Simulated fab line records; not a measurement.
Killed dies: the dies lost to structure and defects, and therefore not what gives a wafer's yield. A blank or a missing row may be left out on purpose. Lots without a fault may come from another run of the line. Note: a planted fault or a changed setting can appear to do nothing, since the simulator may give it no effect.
The same fault as seen by 2 desks / flow n5_finfet / each desk holds nothing but its own numbers, with what lay behind them at the end

METROLOGY DESK
Means of the sampled wafers that have a number, per lot and without regard to the tool the lot ran on: this is what the gauges read. Any lot whose mean is over 4 standard deviations away from the usual mean is out of limits and marked OUT; that distance is given in the brackets.
Columns: A = cd_nm at N5_DUMMY_GATE_CD_MEAS_50, usual 14.0 nm; B = thk_nm at N5_SD_EPI_N_EPI_MEAS_23, usual 59.3 nm
lot=L560; first seen here=day 3 22:22; A=14.4; B=61.1
lot=L561; first seen here=day 4 05:59; A=13.8; B=58.4
lot=L562; first seen here=day 4 10:15; A=14.2; B=57.2
lot=L563; first seen here=day 4 17:11; A=13.6; B=59.9
lot=L564; first seen here=day 5 01:37; A=14.3; B=58.3
lot=L569; first seen here=day 6 06:37; A=13.7; B=60.1
lot=L571; first seen here=day 6 18:48; A=14.1; B=58.3
lot=L573; first seen here=day 7 03:41; A=14.1; B=59.6
lot=L576; first seen here=day 7 22:35; A=13.9; B=53.2 (-5.1) OUT
lot=L577; first seen here=day 8 04:46; A=14.1; B=53.6 (-4.7) OUT
lot=L578; first seen here=day 8 09:55; A=14.4; B=53.7 (-4.7) OUT
Finding of this desk: L576, L577, L578 out of limits; the first was L576 at day 8 04:34, on thk_nm at N5_SD_EPI_N_EPI_MEAS_23. In limits: L560, L561, L562, L563, L564, L569, L571, L573.

FOR THE TOOL OWNER'S DESK: epi_rpcvd-02
The tool's own readings at N5_SD_EPI_N_EPI_21 (deposits Si:P, time 690 s): means of the sampled wafers that have a number, for each lot that ran on this tool. Any lot whose mean is over 4 standard deviations away from the usual mean is out of limits and marked OUT; that distance is given in the brackets.
Columns: A = susceptor_temp_C at N5_SD_EPI_N_EPI_21, usual 680.03 C
lot=L563; first seen here=day 4 21:04; A=680.14
lot=L564; first seen here=day 5 06:43; A=680.47
lot=L573; first seen here=day 7 07:40; A=680.02
lot=L576; first seen here=day 8 02:16; A=679.95
lot=L577; first seen here=day 8 08:19; A=680.22
lot=L578; first seen here=day 8 13:46; A=679.96
This desk's finding: nothing out of limits on any of the 6 lots.

TAKEN TOGETHER
An alarm was possible from the metrology desk at day 8 04:34, on L576, L577, L578.
The desk of the tool owner found nothing out of limits.
The tool owner's desk has L576, L577, L578 on record, within its limits.
On epi_rpcvd-02, each named lot ran N5_SD_EPI_N_EPI_21.

WHAT HAD BEEN PUT IN BY THE SIMULATOR
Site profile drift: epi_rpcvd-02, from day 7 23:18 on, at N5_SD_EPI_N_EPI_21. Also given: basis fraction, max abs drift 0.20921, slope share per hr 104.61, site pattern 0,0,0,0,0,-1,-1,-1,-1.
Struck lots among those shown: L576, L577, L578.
Delay in hours, fault start to first out-of-limits reading, per desk: metrology desk 5.
